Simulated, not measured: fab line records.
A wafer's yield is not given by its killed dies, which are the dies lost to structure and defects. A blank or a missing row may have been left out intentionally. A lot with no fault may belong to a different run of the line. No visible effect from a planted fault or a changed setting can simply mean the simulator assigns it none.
Matching of chambers ; flow nand_harc ; 4 sister chambers for NHARC_P_BONDPAD_STRIP_15 on rie_diel-11
The step strips in O2. 22 wafers are shown with their chamber, then 11 later ones without.

== WAFERS, EACH WITH ITS CHAMBER ==
wafer;chamber;showerhead_plenum_p_Torr (Torr);rf_vpp_V (V);oes_product_au (a.u.)
L075.1;2;3.31;58.1;0.990
L075.2;3;3.31;58.0;0.995
L075.4;1;3.63;58.3;1.002
L075.3;0;3.74;57.9;0.988
L075.5;3;3.31;57.6;0.989
L075.6;2;3.31;57.3;1.000
L076.2;2;3.31;56.8;0.992
L076.4;3;3.31;55.7;0.996
L076.5;2;3.31;57.2;0.991
L082.2;3;3.31;57.0;0.976
L082.3;0;3.74;59.3;0.991
L082.4;1;3.63;58.6;0.994
L083.1;2;3.31;57.4;0.997
L083.2;1;3.63;58.9;1.000
L083.6;1;3.63;59.3;1.005
L087.1;2;3.31;56.9;0.990
L087.2;1;3.63;58.0;0.991
L087.3;3;3.31;56.0;0.995
L089.3;1;3.63;58.5;1.006
L089.4;0;3.73;57.8;0.988
L089.6;3;3.31;57.5;1.000
L092.3;1;3.63;58.8;1.005

SIGNATURES (means of the wafers above)
reading;chamber 0;chamber 1;chamber 2;chamber 3;scatter within a chamber
showerhead_plenum_p_Torr;3.7367;3.6300;3.3100;3.3100;0.00192
rf_vpp_V;58.333;58.629;57.283;56.967;0.66
oes_product_au;0.98900;1.00043;0.99333;0.99183;0.00606
Rule: a wafer lies at a distance from a chamber equal to the root of the sum of squares, over the readings, of (its reading less the chamber's mean, divided by the reading's scatter). The wafer belongs to the nearest chamber; if the next one is less than 2 further off, it can't be placed. The scatter is the square root of a quotient: the sum, over the shown wafers, of each reading's squared deviation from its chamber's mean, divided by wafers minus chambers.

== WAFERS WITHOUT THEIR CHAMBER ==
wafer;showerhead_plenum_p_Torr (Torr);rf_vpp_V (V);oes_product_au (a.u.)
L092.5;3.63;57.8;1.000
L092.6;3.73;58.8;0.992
L094.4;3.31;57.6;0.983
L094.5;3.31;56.0;0.985
L094.6;3.63;58.2;0.991
L095.2;3.63;59.7;0.991
L095.4;3.73;58.7;0.977
L095.5;3.63;58.7;0.991
L097.1;3.73;57.8;0.989
L097.2;3.63;56.3;0.996
L097.3;3.31;57.0;0.981

== WHICH CHAMBER EACH ONE RAN IN ==
wafer;from the rows above;in truth
L092.5;1;1
L092.6;0;0
L094.4;can't be placed: 3 or 2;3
L094.5;can't be placed: 3 or 2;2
L094.6;1;1
L095.2;1;1
L095.4;0;0
L095.5;1;1
L097.1;0;0
L097.2;1;1
L097.3;can't be placed: 3 or 2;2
Correctly placed: 8 of 11. These rows do not allow placing 3 (true chamber among the candidates in 3). Wrongly placed: 0.
